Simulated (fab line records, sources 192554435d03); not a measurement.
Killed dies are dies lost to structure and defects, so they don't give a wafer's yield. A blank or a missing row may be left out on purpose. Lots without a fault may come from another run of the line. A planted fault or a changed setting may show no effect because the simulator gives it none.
One fault seen from 3 desks | flow n5_finfet | each desk has only its own numbers; what lay behind them comes last

THE DEFECT DESK
What the inspections along the route counted, lot by lot: means of the sampled wafers that have a number. A lot is out of limits, marked OUT, if its mean lies more than 4 standard deviations from the usual mean; the brackets give that distance.
Columns: A = raw_defect_count at N5_BEOL_M4_INSPECT_30, usual 413
lot  | first seen here | A
L640 | day 7 16:52     | 396
L645 | day 9 10:02     | 323
L648 | day 10 04:47    | 436
L650 | day 10 16:48    | 353
L656 | day 12 05:52    | 468
L657 | day 12 12:05    | 330
This desk's finding: nothing out of limits on any of the 6 lots.

THE TOOL OWNER'S DESK: rie_diel-05
The tool's own readings at N5_BEOL_M4_VIA_ETCH_34 (etches the open film in C4F6/O2, target depth 69.4 nm, time 65.9 s): means of the sampled wafers that have a number, for each lot that ran on this tool. A lot is out of limits, marked OUT, if its mean lies more than 4 standard deviations from the usual mean; the brackets give that distance. Of its 8 readings 7 are shown: the one that was out of limits first, and those that lie furthest out on some lot.
Columns: A = oes_f_703_au at N5_BEOL_M4_VIA_ETCH_34, usual 0.81 a.u.; B = oes_o_777_au at N5_BEOL_M4_VIA_ETCH_34, usual 0.81 a.u.; C = oes_product_au at N5_BEOL_M4_VIA_ETCH_34, usual 0.80 a.u.; D = rf_fwd_power_W at N5_BEOL_M4_VIA_ETCH_34, usual 347.1 W; E = rf_vpp_V at N5_BEOL_M4_VIA_ETCH_34, usual 665 V; F = showerhead_plenum_p_Torr at N5_BEOL_M4_VIA_ETCH_34, usual 2.85 Torr; G = throttle_valve_pct at N5_BEOL_M4_VIA_ETCH_34, usual 30.5 %
lot  | first seen here | A    | B    | C    | D               | E   | F    | G
L640 | day 8 05:46     | 0.75 | 0.75 | 0.76 | 347.3           | 658 | 2.79 | 30.8
L645 | day 9 14:12     | 0.82 | 0.82 | 0.82 | 347.4           | 657 | 2.80 | 30.5
L648 | day 10 06:21    | 0.89 | 0.89 | 0.82 | 374.9 (+25) OUT | 636 | 2.80 | 30.5
L650 | day 10 21:08    | 0.95 | 0.95 | 0.87 | 375.2 (+26) OUT | 640 | 2.82 | 30.5
This desk's finding: out of limits on L648, L650; first on L648, day 10 06:21 (rf_fwd_power_W at N5_BEOL_M4_VIA_ETCH_34). In limits: L640, L645.

THE METROLOGY DESK
What the gauges read, lot by lot, whatever tool the lot ran on: means of the sampled wafers that have a number. A lot is out of limits, marked OUT, if its mean lies more than 4 standard deviations from the usual mean; the brackets give that distance. Of its 12 readings 7 are shown: those that lie furthest out on some lot.
Columns: A = V3_OVL at N5_BEOL_M4_OVL_MEAS_29, usual 0.3 nm; B = IOFF_P at N5_BEOL_M4_RC_MEAS_101, usual 0.21 nA/um; C = ION_N at N5_BEOL_M4_RC_MEAS_101, usual 674 uA/um; D = ION_P at N5_BEOL_M4_RC_MEAS_101, usual 460 uA/um; E = SS_P at N5_BEOL_M4_RC_MEAS_101, usual 73.4 mV/dec; F = VT_N at N5_BEOL_M4_RC_MEAS_101, usual 249 mV; G = VT_P at N5_BEOL_M4_RC_MEAS_101, usual -250 mV
lot  | first seen here | A    | B    | C   | D   | E    | F   | G
L640 | day 7 16:47     | 0.4  | 0.23 | 677 | 461 | 73.8 | 245 | -249
L645 | day 9 09:56     | -0.5 | 0.25 | 684 | 476 | 74.2 | 247 | -244
L648 | day 10 04:41    | 0.7  | 0.19 | 675 | 453 | 73.5 | 250 | -253
L650 | day 10 16:43    | 0.2  | 0.18 | 670 | 450 | 73.5 | 246 | -254
L656 | day 12 05:47    | 0.6  | 0.22 | 674 | 460 | 73.8 | 250 | -250
L657 | day 12 12:00    | -0.2 | 0.22 | 692 | 463 | 74.2 | 245 | -250
This desk's finding: nothing out of limits on any of the 6 lots.

PUT TOGETHER
The tool owner's desk could have raised an alarm at day 10 06:21, on L648, L650.
The defect desk saw nothing out of limits.
The metrology desk saw nothing out of limits.
The defect desk has L648, L650 on record, within its limits.
The metrology desk has L648, L650 on record, within its limits.
Of the lots named, all ran N5_BEOL_M4_VIA_ETCH_34 on rie_diel-05.

WHAT THE SIMULATOR HAD PUT IN
Process parameter drift: rie_diel-05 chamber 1, from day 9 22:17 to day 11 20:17, at N5_BEOL_M4_VIA_ETCH_34. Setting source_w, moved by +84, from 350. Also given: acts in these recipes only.
Lots struck among those shown: L648, L650.
Hours from the fault's start to each desk's first reading out of limits: the tool owner's desk, 8.
